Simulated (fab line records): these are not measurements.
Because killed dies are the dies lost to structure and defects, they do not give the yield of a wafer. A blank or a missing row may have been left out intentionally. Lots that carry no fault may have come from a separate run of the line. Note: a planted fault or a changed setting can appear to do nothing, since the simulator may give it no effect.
The tool behind it: which one? ; flow nand harc ; 11 lots, 33 wafers sampled, at 2 steps of a route of 1159

WHAT THE GAUGES READ, wafer by wafer
NHARC_P_M0_CD_MEAS_09: the cd target is 90 nm.
lot;measured;on;cd nm (nm)
L401;day 6 06:29;cd sem-02;90.0 89.5 89.4
L405;day 7 05:38;cd sem-03;90.4 89.7 91.1
L406;day 7 06:32;cd sem-03;90.7 89.6 89.3
L408;day 7 16:18;cd sem-02;90.0 90.9 90.2
L411;day 8 13:16;cd sem-02;82.5 82.3 82.7
L412;day 9 00:58;cd sem-03;89.3 89.4 89.1
L413;day 9 01:31;cd sem-02;81.8 83.3 82.4
L415;day 9 19:46;cd sem-03;90.9 89.9 89.5
L418;day 10 11:08;cd sem-02;90.7 90.5 90.4
L421;day 11 01:39;cd sem-01;89.7 88.7 89.3
L422;day 11 06:16;cd sem-03;89.8 90.0 90.2

WHICH TOOL RAN EACH LOT (tool, then ch and the chambers of the sampled wafers, then the start)
lot;NHARC_P_M0_PEB_07
L401;litho track-04 ch 0, day 6 06:24
L405;litho track-04 ch 0, day 7 05:33
L406;litho track-04 ch 0, day 7 06:28
L408;litho track-04 ch 0, day 7 16:13
L411;litho track-04 ch 0, day 8 13:11
L412;litho track-06 ch 0, day 9 00:53
L413;litho track-04 ch 0, day 9 01:26
L415;litho track-06 ch 0, day 9 19:41
L418;litho track-01 ch 0, day 10 11:04
L421;litho track-06 ch 0, day 11 01:34
L422;litho track-06 ch 0, day 11 06:11
- NHARC_P_M0_PEB_07: peb time 65 s.

THE ANSWER, worked out from the rows above alone
Rule: usual is defined by the lots themselves. The widest of any qualifying gaps counts: lots, ordered by their means at a reading, are off when they make up no more than a third of the lots, leave a main group of 4 or more, and stand apart from it by 3 or more times the standard deviation of that group's means. If all means in a main group match to the digits the tables above print for the reading, that group is not used. Also off: a lot with no number at a reading for which 4 or more lots have one. The other lots that the step has rows for count as sound.
Off at NHARC_P_M0_CD_MEAS_09 (cd nm): L411, L413. Main group: mean 89.9 nm, sd 0.45.
A tool fits if, at a process step before that reading, it ran every lot that is off, and no sound lot after the first of them. Those tools and the gauges at NHARC_P_M0_CD_MEAS_09 are tried in the same way. One fits: litho track-04 at NHARC_P_M0_PEB_07. A fault onset in the window from L408 (day 7 16:13, its last sound lot) to L411 (day 8 13:11, its first lot off) fits.

WHAT HAD BEEN PUT IN BY THE SIMULATOR
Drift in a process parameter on litho track-04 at NHARC_P_M0_PEB_07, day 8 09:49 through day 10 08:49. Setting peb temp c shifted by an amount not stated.
Shown lots that were struck: L411, L413. This agrees with what the rule above found.
